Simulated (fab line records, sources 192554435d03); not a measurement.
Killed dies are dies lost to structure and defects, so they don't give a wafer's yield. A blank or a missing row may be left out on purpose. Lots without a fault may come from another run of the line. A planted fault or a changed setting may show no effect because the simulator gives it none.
Chamber matching | flow n5_finfet | N5_MOL_CONTACT_COAG_ETCH_110 on rie_diel-01: 4 sister chambers
The step etches Si in CF4/O2, target depth 2.5 nm, time 8 s. 14 wafers are shown with their chamber, then 7 later ones without.

WAFERS WITH THEIR CHAMBER
wafer  | chamber | drypump_motor_current_A (A) | showerhead_plenum_p_Torr (Torr) | throttle_valve_pct (%)
L340.2 | 0       | 5.6                         | 2.15                            | 10.90
L340.3 | 2       | 5.0                         | 2.29                            | 11.11
L340.4 | 3       | 6.2                         | 2.33                            | 10.68
L341.1 | 1       | 5.6                         | 2.36                            | 10.36
L341.2 | 2       | 5.0                         | 2.29                            | 11.13
L341.5 | 3       | 6.2                         | 2.33                            | 10.66
L349.2 | 1       | 5.6                         | 2.35                            | 10.44
L349.5 | 3       | 6.2                         | 2.32                            | 10.74
L349.6 | 2       | 5.0                         | 2.28                            | 11.19
L351.2 | 1       | 5.6                         | 2.35                            | 10.43
L351.5 | 3       | 6.2                         | 2.32                            | 10.73
L351.6 | 2       | 5.1                         | 2.28                            | 11.20
L355.1 | 3       | 6.2                         | 2.32                            | 10.76
L355.2 | 0       | 5.7                         | 2.13                            | 11.03

SIGNATURES (means of the wafers above)
reading                  | chamber 0 | chamber 1 | chamber 2 | chamber 3 | scatter within a chamber
drypump_motor_current_A  | 5.650     | 5.600     | 5.025     | 6.200     | 0.0354
showerhead_plenum_p_Torr | 2.1400    | 2.3533    | 2.2850    | 2.3240    | 0.00698
throttle_valve_pct       | 10.9650   | 10.4100   | 11.1575   | 10.7140   | 0.0502
Rule: a wafer's distance from a chamber is the root of the sum, over the readings, of the square of ((its reading less the chamber's mean) divided by the reading's scatter). The wafer belongs to the nearest chamber; if the next one is less than 2 further off, it can't be placed. The scatter: the root of (the sum of the squares of (reading less its chamber's mean) over the shown wafers, divided by (wafers less chambers)).

WAFERS WITHOUT THEIR CHAMBER
wafer  | drypump_motor_current_A (A) | showerhead_plenum_p_Torr (Torr) | throttle_valve_pct (%)
L355.4 | 5.0                         | 2.28                            | 11.21
L357.3 | 6.2                         | 2.32                            | 10.76
L357.4 | 6.2                         | 2.32                            | 10.77
L357.6 | 5.6                         | 2.34                            | 10.50
L363.1 | 5.6                         | 2.34                            | 10.53
L363.3 | 5.6                         | 2.13                            | 11.06
L363.6 | 5.6                         | 2.34                            | 10.53

WHICH CHAMBER EACH WENT THROUGH
wafer  | from the rows above | in truth
L355.4 | 2                   | 2
L357.3 | 3                   | 3
L357.4 | 3                   | 3
L357.6 | 1                   | 1
L363.1 | 1                   | 1
L363.3 | 0                   | 0
L363.6 | 1                   | 1
Placed correctly: 7 of 7. Can't be placed from these rows: 0. Placed wrongly: 0.
